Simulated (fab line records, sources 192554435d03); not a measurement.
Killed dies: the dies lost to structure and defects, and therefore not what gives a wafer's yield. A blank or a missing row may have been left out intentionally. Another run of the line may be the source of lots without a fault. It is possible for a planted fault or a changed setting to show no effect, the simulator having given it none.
A struck lot beside a sound one -- flow n5_finfet -- 35 steps out of a route of 1938
Sound: the wafers L296.2, L296.4, L296.5. Struck: wafer L286.6 (left out: L286.2, L286.3 of the same lot, which were not struck); the cause appears at the end.
Each step with rows lists, per side, the tool, then ch with its chambers, then its first start. Under that, the readings that differ: sound wafers -- struck wafers -- difference of the means -- sigmas: that difference in standard deviations of wafers without a fault.
alike: words and numbers the same on both sides, and readings whose means are apart by under 2 such deviations; not compared: readings that were withheld, readings missing a value for some wafer, numbers with overlapping values and no deviation given by the record, and bounds like >300 which may hide the same value.
The two part at a step that has a row with sigmas, a row that says differs or no value, or rows on one side only. Non-overlapping numbers with no deviation appear without sigmas and do not part them. A reading missing from all wafers of one side parts the sides only when that side holds two or more wafers.

first, 8 steps without rows for these wafers: N5_BEOL_M10_SPUTTER_48 (material Cu, target thk 12 nm, time 2 s); N5_BEOL_M10_ECD_50 (material Cu, target thk 318 nm); N5_BEOL_M10_ANNEAL_51 (time 90 s); N5_BEOL_M10_CMP_52 (polishes, stops on SiCOH lowk, t overpolish 7 s, target thk 140 nm); N5_BEOL_M10_PRE_CLEAN_55 (time 15 s); N5_BEOL_M10_DEP_56 (deposits SiCN from 3MS/NH3, target thk 15 nm, time 26.5 s); N5_BEOL_M11_ILD_DEP_00 (deposits SiCOH lowk from DEMS/porogen, target thk 308.51 nm, time 58 s); N5_BEOL_M11_CURE_71 (cures SiCOH lowk, time 240 s).
N5_BEOL_M11_PECVD_70: deposits SiO2 from TEOS/O2, target thk 20 nm, time 22.7 s.
  sound on pecvd-02 ch 0,1,2, day 15 22:37; struck on pecvd-04 ch 2, day 14 01:50
reading,sound,struck,difference,sigmas
heater_power_w (W),644 570 632,1064,+449,+5
susceptor_temp_C (C),400.41 400.32 399.78,419.12,+18.95,+95
model.SiO2_of_BEOL_M11_PECVD_70.thk_nm (nm),19.8 20.2 20.4,17.4,-2.7,
  alike: showerhead_plenum_p_Torr, showerhead_vpp_V, throttle_valve_pct
then, 24 steps without rows for these wafers: N5_BEOL_M11_HM_DEP_02 (deposits TiN, target thk 20 nm); N5_BEOL_M11_COAT_59 (time 60 s, resist thk 100 nm); N5_BEOL_M11_COAT_60 (time 60 s, resist thk 30 nm); N5_BEOL_M11_COAT_05 (resist thk 90 nm); N5_BEOL_M11_EBR_07; N5_BEOL_M11_SOFTBAKE_06 (time 60 s); N5_BEOL_M11_EXPOSE_08 (exposes mask M11); N5_BEOL_M11_PEB_09 (peb time 60 s); N5_BEOL_M11_DEVELOP_10 (develop time 30 s); N5_BEOL_M11_DESCUM_16 (chemistry O2, time 7.9 s); N5_BEOL_M11_ETCH_61 (etches SiARC in CF4, target depth 39 nm, time 65 s); N5_BEOL_M11_ETCH_62 (etches SOC in N2/H2, target depth 110 nm, overetch 22 nm, time 165 s); N5_BEOL_M11_STRIP_68 (strips in N2/H2); N5_BEOL_M11_STRIP_67 (strips in CF4); N5_BEOL_M11_HM_OPEN_17 (chemistry Cl2/BCl3, target TiN, target depth 20 nm, overetch 6 nm); N5_BEOL_M11_STRIP_19 (strips in O2); N5_BEOL_M11_COAT_63 (time 60 s, resist thk 100 nm); N5_BEOL_M11_COAT_64 (time 60 s, resist thk 30 nm); N5_BEOL_M11_COAT_22 (resist thk 90 nm); N5_BEOL_M11_EBR_24; N5_BEOL_M11_SOFTBAKE_23 (time 60 s); N5_BEOL_M11_EXPOSE_25 (exposes mask V10); N5_BEOL_M11_PEB_26 (peb time 60 s); N5_BEOL_M11_DEVELOP_27 (develop time 30 s).
N5_BEOL_M11_HM_STRIP_39: strips TiN in peroxide tin strip, target depth 25 nm, time 158 s.
  sound on wet_bench-05 ch 0,1,7, day 16 03:32; struck on wet_bench-03 ch 7, day 14 06:31
reading,sound,struck,difference,sigmas
model.SiO2_of_BEOL_M11_PECVD_70.thk_nm (nm),19.8 20 20.2,17.2,-2.8,
N5_BEOL_M11_CMP_52: polishes, stops on SiCOH lowk, t overpolish 7 s, target thk 140 nm.
  sound on cmp-02 ch 1,2,3, day 16 08:58; struck on cmp-02 ch 0, day 14 08:33
reading,sound,struck,difference,sigmas
barrier_field_endpoint_s (s),29.2 29.4 28.5,25.9,-3.1,-5
  alike: motor_current_A

== WHERE THEY PART ==
Earliest at N5_BEOL_M11_PECVD_70; latest, in this record, at N5_BEOL_M11_CMP_52.

WHY: what the simulator had put in
pecvd-04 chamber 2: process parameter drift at N5_BEOL_M11_PECVD_70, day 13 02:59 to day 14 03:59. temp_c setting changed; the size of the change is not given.
